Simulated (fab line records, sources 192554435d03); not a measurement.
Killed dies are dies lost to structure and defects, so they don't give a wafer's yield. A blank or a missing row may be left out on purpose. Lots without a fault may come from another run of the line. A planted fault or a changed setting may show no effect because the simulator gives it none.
Chamber matching | flow n5_finfet | N5_BEOL_M15_DEP_53 on pecvd-03: 3 sister chambers
The step deposits SiCN from 3MS/NH3, target thk 50 nm, time 17.8 s. 3 wafers are shown with their chamber, then 7 later ones without.

WAFERS WITH THEIR CHAMBER
wafer  | chamber | throttle_valve_pct (%)
L086.3 | 2       | 16.9
L088.1 | 0       | 19.4
L088.4 | 1       | 17.8

WAFERS WITHOUT THEIR CHAMBER
wafer  | throttle_valve_pct (%)
L088.5 | 16.8
L095.2 | 17.3
L095.4 | 17.9
L095.6 | 19.3
L097.1 | 17.2
L097.2 | 19.2
L097.3 | 18.0

WHICH CHAMBER EACH WENT THROUGH
wafer  | from the rows above     | in truth
L088.5 | 2                       | 2
L095.2 | can't be placed: 2 or 1 | 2
L095.4 | 1                       | 1
L095.6 | 0                       | 0
L097.1 | can't be placed: 2 or 1 | 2
L097.2 | 0                       | 0
L097.3 | 1                       | 1
Placed correctly: 5 of 7. Can't be placed from these rows: 2 (the true chamber is among the candidates in 2). Placed wrongly: 0.
How it was worked out, from the rows above alone: a wafer's distance from a chamber is the root of the sum, over the readings, of the square of ((its reading less the chamber's mean) divided by the reading's scatter). The wafer belongs to the nearest chamber; if the next one is less than 2 further off, it can't be placed. A chamber's mean is the mean of its shown wafers. The scatter: with one shown wafer a chamber, the root of the mean of the squares of how far each hidden wafer lies from its nearest shown one.
